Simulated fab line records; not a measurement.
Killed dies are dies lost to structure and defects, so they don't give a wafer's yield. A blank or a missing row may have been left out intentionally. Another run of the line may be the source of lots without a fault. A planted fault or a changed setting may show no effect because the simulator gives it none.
Matching of chambers	flow n5 finfet	N5_BEOL_M3_ALD_98 on ald sin-02: 4 sister chambers
The step deposits SiO2, target thk 2.5 nm, pulse time 1 s, co reactant pulse time 1 s. 8 wafers are shown with their chamber, then 9 later ones without.

WAFERS PAIRED WITH THEIR CHAMBERS
wafer	chamber	heater power w (W)	precursor pulse height rel
L079.4	2	66	0.987
L079.5	1	83	0.982
L084.1	0	97	0.988
L084.2	3	90	0.954
L084.5	3	95	1.007
L090.2	2	68	0.972
L090.3	1	82	1.005
L090.5	0	91	0.978

WAFERS WITH NO CHAMBER GIVEN
wafer	heater power w (W)	precursor pulse height rel
L094.2	97	0.981
L094.4	96	0.974
L094.5	67	0.992
L096.3	82	1.008
L096.5	91	0.998
L096.6	94	1.020
L097.1	92	1.006
L097.3	81	1.004
L097.4	70	1.013

CHAMBER TAKEN BY EACH
wafer	from the rows above	in truth
L094.2	can't be placed: 0 or 3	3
L094.4	can't be placed: 0 or 3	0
L094.5	2	2
L096.3	1	1
L096.5	can't be placed: 3 or 0 or 1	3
L096.6	can't be placed: 0 or 3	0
L097.1	can't be placed: 3 or 0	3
L097.3	1	1
L097.4	2	2
Correctly placed: 4 of 9. These rows do not allow placing 5 (true chamber among the candidates in 5). Wrongly placed: 0.
How it was worked out, from the rows above alone: a wafer's distance from a chamber is the root of the sum, over the readings, of the square of ((its reading less the chamber's mean) divided by the reading's scatter). If the next closest chamber is less than 2 further off than the closest, the wafer can't be placed; otherwise it belongs to the closest. The mean given for a chamber averages the wafers shown for that chamber. The scatter is the square root of a quotient: the sum, over the shown wafers, of each reading's squared deviation from its chamber's mean, divided by wafers minus chambers.
